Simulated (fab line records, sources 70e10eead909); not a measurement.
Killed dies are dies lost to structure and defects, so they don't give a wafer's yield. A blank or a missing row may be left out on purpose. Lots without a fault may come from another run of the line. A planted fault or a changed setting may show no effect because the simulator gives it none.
fab line records | flow nand_harc
record lots=12 wafers=36 last_day=33
route steps=1302 shown A_STAIRCASE@832 THIN_TSV@1265 END@1302
lots that met no fault: from a run of the same line without faults
start_h: hours from the record's first day to the start of the lot's first wafer shown | wait_h: hours since the lot's step before | " the same as in the row above | L1.1+2: a row that stands for several wafers | - no value, or no start given | * or withheld: withheld | < > ~ a bound
route shown NAME@n: a module of which the file shows steps, and the number in the route of the first | usual: mean/standard deviation of fault-free wafers | same: alike in all rows | chamber/n: place in a boat | sites: the reading at each site | _std_site: their standard deviation | _edge_site: outer sites' mean less inner sites' | radius_mm: how far each site lies from the wafer's centre | mask NAME#n: copy n | behind: the tool/chamber that last shaped the wafer | hold: why the lot was held/for how many hours/how that ended | device: the transistor (n, p or np) that didn't switch | end of line: the same wafers' tests at the end of the route | a step without rows: its recipe alone | killed: dies lost to structure and defects at the first sort, not the wafer's yield | map: a wafer's dies, x killed, . not, _ none there
set.NAME: the setting as run; set.NAME@STEP: as run at that earlier step | model.NAME: the simulator's own value behind a step, which no gauge read
steps of the route over a sample of lots; a table a step, a row a wafer
services: from which hour (start_h, from the record's first day; less than 0 if before it) a tool's chamber was out of use, for how many hours, and why
## steps
# step NHARC_A_STAIRCASE_HM_OPEN_463
# recipe o2_flow_sccm=400 cos_flow_sccm=20 ar_flow_sccm=0 rf_w=500 bias_w=300 chemistry=O2/COS
# usual drypump_motor_current_A=5.8/0.51 mfc_ar_sccm=0.007/0.011 oes_product_au=1.001/0.0091 rf_vpp_V=467.7/2.6 showerhead_plenum_p_Torr=3.15/0.12 throttle_valve_pct=28.329/0.0089
# columns lot.wafer tool chamber start_h wait_h drypump_motor_current_A mfc_ar_sccm oes_product_au rf_hours_counter_h rf_vpp_V showerhead_plenum_p_Torr throttle_valve_pct
L870.4 rie_diel-01 2 400.02 - 6.6 0.037 0.997 4 468.8 3.20 28.328
L870.1 " 3 " " 6.0 0 1.001 4 463.7 2.97 28.329
L870.6 " 3 " " 5.9 0 1.012 - 463.8 2.97 28.322
L871.4 rie_diel-04 1 403.80 - 5.3 0.002 0.999 11 470.4 3.31 28.335
L871.1 " 2 " " 5.7 0 0.997 12 469.0 3.18 28.326
L871.2 " 3 " " 6.4 0.013 0.984 6 465.3 3.05 28.329
L873.1 rie_diel-04 0 439.41 - 5.2 0 0.997 22 469.0 3.17 28.317
L873.3 " 2 " " 5.6 0 1.004 22 466.8 3.17 28.326
L873.5 " 0 " " 5.2 0 0.994 - 467.5 3.17 28.322
L874.2 rie_diel-04 1 448.56 - 5.3 0.002 1.002 24 471.7 3.30 28.315
L874.4 " 2 " " 5.7 0 1.001 25 469.5 3.17 28.330
L874.1 " 3 " " 6.4 0.013 0.988 21 466.0 3.04 28.320
L877.4 rie_diel-09 0 457.48 - 6.2 0 0.985 40 462.5 2.93 28.320
L877.1 " 1 " " 6.6 0.009 1.000 47 467.3 3.17 28.338
L877.5 " 2 " " 5.8 0.018 1.009 - 468.3 3.12 28.335
L876.4 rie_diel-09 3 462.15 - 5.7 0.005 1.014 43 469.3 3.24 28.329
L876.3 " 0 " " 6.2 0 0.989 41 462.5 2.93 28.334
L876.5 " 3 " " 5.7 0.005 1.006 - 469.6 3.24 28.329
L878.3 rie_diel-01 2 489.60 - 6.6 0.037 1.005 30 467.8 3.19 28.341
L878.2 " 3 " " 5.9 0 1.003 30 462.9 2.95 28.327
L878.5 " 3 " " 5.9 0 1.002 - 463.8 2.95 28.338
L880.1 rie_diel-04 2 496.01 - 5.7 0 1.001 42 467.1 3.16 28.333
L880.4 " 3 " " 6.5 0.013 0.990 31 465.2 3.04 28.342
L880.6 " 2 " " 5.7 0 1.010 - 468.2 3.16 28.333
L882.1 rie_diel-09 2 528.10 - 5.8 0.018 1.019 5 467.2 3.11 28.336
L882.3 " 0 " " 6.2 0 1.004 4 462.2 2.93 28.316
L882.5 " 1 " " 6.6 0.009 1.003 - 468.6 3.16 28.339
L887.2 rie_diel-09 1 574.00 - 6.6 0.009 1.005 21 467.9 3.16 28.317
L887.6 " 0 " " 6.2 0 0.994 - 463.7 2.92 28.339
L887.5 " 1 " " 6.6 0.009 1.005 - 468.4 3.16 28.344
L888.4 rie_diel-09 2 591.29 - 5.8 0.018 1.023 30 466.5 3.10 28.333
L888.5 " 0 " " 6.2 0 1.004 - 462.3 2.91 28.334
L888.6 " 1 " " 6.6 0.009 1.012 - 467.8 3.15 28.329
L890.1 rie_diel-09 3 618.39 - 5.7 0.005 0.998 35 468.7 3.22 28.323
L890.2 " 1 " " 6.6 0.009 0.999 33 468.7 3.15 28.330
L890.5 " 2 " " 5.8 0.018 1.007 - 468.3 3.10 28.327
# step NHARC_THIN_TSV_STRIP_45
# recipe power_w=1500 temp_c=250 chemistry=O2
# usual drypump_motor_current_A=5.6/0.34 heater_power_w=334/14
# columns lot.wafer tool chamber start_h wait_h drypump_motor_current_A heater_power_w rf_hours_counter_h
L871.2 plasma_asher-01 0 566.18 0.1 5.9 322 6
L871.1 " 1 " " 5.2 353 6
L871.4 " 1 " " 5.2 344 -
L870.1 plasma_asher-01 0 571.54 0.1 5.8 311 7
L870.4 " 0 " " 5.8 308 -
L870.6 " 0 " " 5.9 310 -
L873.1 plasma_asher-02 0 599.11 0.1 5.4 344 33
L873.3 " 0 " " 5.4 337 -
L873.5 " 1 " " 6.1 339 -
L874.2 plasma_asher-02 0 618.99 0.1 5.4 345 1
L874.1 " 1 " " 6.1 352 1
L874.4 " 1 " " 6.1 339 -
L876.3 plasma_asher-01 0 625.78 0.2 5.8 316 -
L876.4 " 1 " " 5.2 350 -
L876.5 " 1 " " 5.2 346 -
L877.1 plasma_asher-01 1 626.89 0.1 5.2 342 18
L877.4 " 0 " " 5.9 311 -
L877.5 " 1 " " 5.2 354 -
L880.1 plasma_asher-02 1 653.92 0.1 6.1 334 11
L880.4 " 0 " " 5.4 331 -
L880.6 " 1 " " 6.1 350 -
L878.2 plasma_asher-02 0 656.40 0.1 5.4 343 11
L878.3 " 0 " " 5.4 335 -
L878.5 " 0 " " 5.4 335 -
L882.1 plasma_asher-01 1 682.99 0.1 5.2 351 30
L882.3 " 0 " " 5.8 318 -
L882.5 " 0 " " 5.9 320 -
L887.2 plasma_asher-01 0 727.75 0.1 5.8 331 6
L887.5 " 0 " " 5.9 337 -
L887.6 " 1 " " 5.2 342 -
L888.4 plasma_asher-02 1 748.37 0.2 6.1 342 -
L888.6 " 0 " " 5.4 338 -
L888.5 " 1 " " 6.1 342 -
L890.2 plasma_asher-02 0 778.43 0.2 5.4 328 37
L890.1 " 1 " " 6.1 333 37
L890.5 " 0 " " 5.4 329 -
# step NHARC_THIN_TSV_DEGAS_49
# recipe temp_c=300 time_s=120
# usual heater_power_w=452/49
# columns lot.wafer tool chamber start_h wait_h heater_power_w
L871.2 pvd_sputter-02 - 567.93 0.1 476
L871.1 " - " " 481
L871.4 " - " " 437
L870.4 pvd_sputter-02 - 573.29 0.1 434
L870.1 " - " " 429
L870.6 " - " " 477
L873.3 pvd_sputter-02 - 600.87 0.1 423
L873.1 " - " " 434
L873.5 " - " " 426
L874.1 pvd_sputter-02 - 620.73 0.2 462
L874.2 " - " " 430
L874.4 " - " " 474
L876.3 pvd_sputter-03 - 627.43 0.1 458
L876.4 " - " " 351
L876.5 " - " " 447
L877.1 pvd_sputter-01 - 628.64 0.2 532
L877.4 " - " " 404
L877.5 " - " " 435
L880.1 pvd_sputter-02 - 655.64 0.1 461
L880.4 " - " " 478
L880.6 " - " " 449
L878.3 pvd_sputter-01 - 658.09 0.1 409
L878.2 " - " " 436
L878.5 " - " " 410
L882.3 pvd_sputter-03 - 684.67 0.1 453
L882.1 " - " " 438
L882.5 " - " " 443
L887.2 pvd_sputter-02 - 729.56 0.2 502
L887.6 " - " " 405
L887.5 " - " " 493
L888.4 pvd_sputter-01 - 749.99 0.1 537
L888.5 " - " " 510
L888.6 " - " " 404
L890.2 pvd_sputter-01 - 780.24 0.1 408
L890.1 " - " " 421
L890.5 " - " " 495
# step NHARC_THIN_TSV_DESCUM_35
# recipe time_s=3 o2_flow_sccm=200 ar_flow_sccm=0 bias_power_w=0 chemistry=O2
# usual drypump_motor_current_A=5.7/0.59 mfc_ar_sccm=0.008/0.012 oes_product_au=0.999/0.011 rf_vpp_V=57.7/0.86 showerhead_plenum_p_Torr=1.89/0.077 throttle_valve_pct=11.311/0.011
# columns lot.wafer tool chamber start_h wait_h drypump_motor_current_A mfc_ar_sccm oes_product_au rf_hours_counter_h rf_vpp_V showerhead_plenum_p_Torr throttle_valve_pct
L871.2 rie_diel-07 1 571.21 - 5.9 0 0.986 6 56.9 1.85 11.312
L871.1 " 3 " " 6.1 0.001 0.998 6 56.8 1.91 11.313
L871.4 " 0 " " 5.4 0 0.988 6 55.4 1.77 11.301
L870.1 rie_diel-06 2 576.60 - 5.2 0.037 1.009 6 56.6 1.77 11.320
L870.4 " 0 " " 5.9 0.024 1.001 6 57.8 1.95 11.296
L870.6 " 2 " " 5.2 0.037 1.006 - 56.6 1.77 11.305
L873.1 rie_diel-07 3 604.19 - 6.1 0.001 0.998 8 57.7 1.91 11.303
L873.3 " 1 " " 5.9 0 0.993 7 58.7 1.85 11.305
L873.5 " 3 " " 6.1 0.001 0.994 - 58.0 1.91 11.301
L874.2 rie_diel-06 2 623.91 - 5.2 0.037 1.003 11 58.6 1.77 11.328
L874.4 " 3 " " 6.2 0 0.997 10 58.3 1.96 11.309
L874.1 " 0 " " 5.9 0.024 1.000 9 57.5 1.95 11.316
L876.3 rie_diel-06 1 630.70 - 5.0 0.018 0.979 9 58.1 1.96 11.318
L876.4 " 3 " " 6.2 0 1.001 11 58.2 1.96 11.307
L876.5 " 2 " " 5.2 0.037 0.999 - 58.2 1.77 11.307
L877.4 rie_diel-07 1 632.12 - 5.9 0 0.997 9 58.1 1.85 11.318
L877.1 " 3 " " 6.1 0.001 1.010 10 56.6 1.91 11.308
L877.5 " 1 " " 5.9 0 1.002 - 56.8 1.85 11.302
L880.1 rie_diel-07 1 661.96 - 6.0 0 1.013 0 58.0 1.85 11.331
L880.6 " 1 " " 5.9 0 1.014 - 57.7 1.85 11.306
L880.4 " 2 " " 6.3 0 1.005 - 57.8 1.88 11.319
L878.2 rie_diel-13 1 662.56 - 4.7 0 0.984 8 57.8 1.82 11.298
L878.3 " 3 " " 6.7 0 0.993 7 58.2 1.97 11.302
L878.5 " 1 " " 4.7 0 0.993 - 58.1 1.82 11.317
L882.1 rie_diel-07 3 687.85 - 6.1 0.001 0.990 1 58.8 1.91 11.305
L882.3 " 1 " " 5.9 0 1.015 2 58.3 1.85 11.303
L882.5 " 3 " " 6.1 0.001 0.996 - 59.1 1.91 11.324
L887.2 rie_diel-13 3 732.75 - 6.7 0 0.987 1 58.1 1.97 11.316
L887.5 " 0 " " 5.0 0 1.003 - 57.9 2.02 11.307
L887.6 " 1 " " 4.7 0 0.987 - 57.5 1.82 11.300
L888.4 rie_diel-13 3 753.27 - 6.7 0 0.985 2 58.9 1.97 11.329
L888.5 " 3 " " 6.7 0 0.985 - 58.0 1.97 11.293
L888.6 " 0 " " 5.0 0 1.010 - 56.4 2.02 11.312
L890.2 rie_diel-13 3 783.41 - 6.7 0 0.985 3 57.7 1.97 11.339
L890.1 " 1 " " 4.7 0 1.006 4 58.4 1.82 11.316
L890.5 " 3 " " 6.6 0 0.994 - 57.8 1.97 11.316
# step NHARC_END_SORT_01
# recipe temp_c=25
# usual killed_at_array=56/21 killed_at_other=0.8/1 killed_at_periphery=3.6/2.8 killed_dies=60/20 killed_open=3.2/1.9 killed_short=2.4/1.6
# same gross_dies=677
# columns lot.wafer tool chamber start_h wait_h killed_at_array killed_at_other killed_at_periphery killed_dies killed_open killed_short
L888.4 prober-01 0 764.54 3.4 35 0 0 35 2 2
L888.5 prober-01 0 765.35 3.7 46 0 1 47 4 1
L888.6 prober-01 0 766.16 4.0 119 0 2 121 2 1
L890.1 prober-02 0 792.46 2.5 52 1 5 58 4 0
L890.2 prober-02 0 793.27 2.8 145 1 0 146 1 3
L890.5 prober-02 0 795.71 3.8 52 0 3 55 3 3
# killed by level:class
L888.4 A_SLIT:chamber_film_flake=23 A_CHANNEL_HOLE_D1:chamber_film_flake=3 A_STAIRCASE:chamber_film_flake=2 A_CONTACT:chamber_film_flake=2 A_SOURCE_PLATE:geometric_particle:open=1 A_CHANNEL_FILL_D1:geometric_particle:short=1 A_ONON_D2:geometric_particle:short=1 A_CHANNEL_FILL_D2:geometric_particle:open=1
L888.5 A_SLIT:chamber_film_flake=24 A_CHANNEL_HOLE_D1:chamber_film_flake=8 A_CONTACT:chamber_film_flake=5 A_STAIRCASE:chamber_film_flake=2 A_ONON_D1:geometric_particle:open=1 A_ONON_D1:geometric_particle:short=1 A_CHANNEL_FILL_D1:geometric_particle:open=1 A_ONON_D2:geometric_particle:open=1
L888.6 A_STAIRCASE:unspecified=88 A_SLIT:chamber_film_flake=13 A_CHANNEL_HOLE_D1:chamber_film_flake=7 A_STAIRCASE:chamber_film_flake=4 A_CONTACT:chamber_film_flake=3 A_CHANNEL_HOLE_D2:geometric_particle:open=1 A_CHANNEL_HOLE_D2:geometric_particle:short=1 A_BLC:geometric_particle:open=1
L890.1 A_CHANNEL_HOLE_D1:chamber_film_flake=20 A_CONTACT:chamber_film_flake=13 A_SLIT:chamber_film_flake=11 A_M1:chamber_film_flake=3 P_M1:geometric_particle:open=2 P_GATE:chamber_film_flake=2 A_STAIRCASE:chamber_film_flake=2 A_WL_FILL:geometric_particle:open=1
L890.2 A_STAIRCASE:unspecified=92 A_CHANNEL_HOLE_D1:chamber_film_flake=19 A_SLIT:chamber_film_flake=13 A_CONTACT:chamber_film_flake=13 A_WL_FILL:chamber_film_flake=2 A_ONON_D1:geometric_particle:short=1 A_CONTACT:geometric_particle:short=1 A_BLC:geometric_particle:short=1
L890.5 A_CHANNEL_HOLE_D1:chamber_film_flake=19 A_CONTACT:chamber_film_flake=13 A_SLIT:chamber_film_flake=12 P_GATE:chamber_film_flake=2 P_M0:geometric_particle:open=1 A_ONON_D1:geometric_particle:short=1 A_ONON_D2:geometric_particle:open=1 A_CHANNEL_FILL_D2:geometric_particle:short=1
## services
# columns tool chamber start_h hours kind
pvd_sputter-02 - 395.20 3.3 repair
rie_diel-07 3 396.93 8.4 repair
plasma_asher-02 - 426.33 9.0 pm
pvd_sputter-02 - 460.03 10.0 pm
rie_diel-07 - 471.20 9.0 pm
rie_diel-07 - 494.07 0.7 repair
rie_diel-09 - 498.49 9.0 pm
plasma_asher-01 - 519.00 9.0 pm
plasma_asher-01 - 547.22 4.2 repair
plasma_asher-01 - 602.06 5.1 repair
plasma_asher-02 - 603.33 9.0 pm
plasma_asher-02 - 612.34 2.1 repair
pvd_sputter-02 - 633.72 1.0 repair
pvd_sputter-02 - 635.19 0.6 repair
pvd_sputter-02 - 638.03 10.0 pm
pvd_sputter-02 - 658.13 1.4 repair
plasma_asher-02 - 668.92 0.6 repair
pvd_sputter-02 - 673.23 1.4 repair
rie_diel-09 - 675.49 9.0 pm
plasma_asher-01 - 696.00 9.0 pm
rie_diel-09 1 707.54 2.6 repair
plasma_asher-02 - 708.87 4.8 repair
rie_diel-09 0 733.03 8.5 repair
plasma_asher-02 - 780.33 9.0 pm
## key
first_sign step=NHARC_END_SORT_01 reading=killed_at_array direction=up sigmas=3.7 usual=56 struck=132
effect step=NHARC_END_SORT_01 reading=killed_dies direction=up sigmas=3.6 usual=60 struck=134
more_kills_born_at NHARC_A_STAIRCASE_HM_OPEN_463@rie_diel-09=180
met_at NHARC_A_STAIRCASE_HM_OPEN_463
struck_lots L888,L890
struck_wafers L888.6,L890.2
tester_left_out L888,L890
not_acting_at NHARC_THIN_TSV_STRIP_45,NHARC_THIN_TSV_DEGAS_49,NHARC_THIN_TSV_DESCUM_35
onset_between 574.00 591.29
fault kind=chamber_particle_source tool=rie_diel-09 chamber=1 onset_h=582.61 steps=NHARC_A_STAIRCASE_HM_OPEN_463 rate_per_visit_cm2=1.0632 end_h=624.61
# tester_left_out: of these lots the tester's yield and bins aren't shown, on N5 and GAA mostly nor the transistor test; their killed dies are dies lost to structure and defects alone, not to doping, threshold or leakage, so they don't give the yield
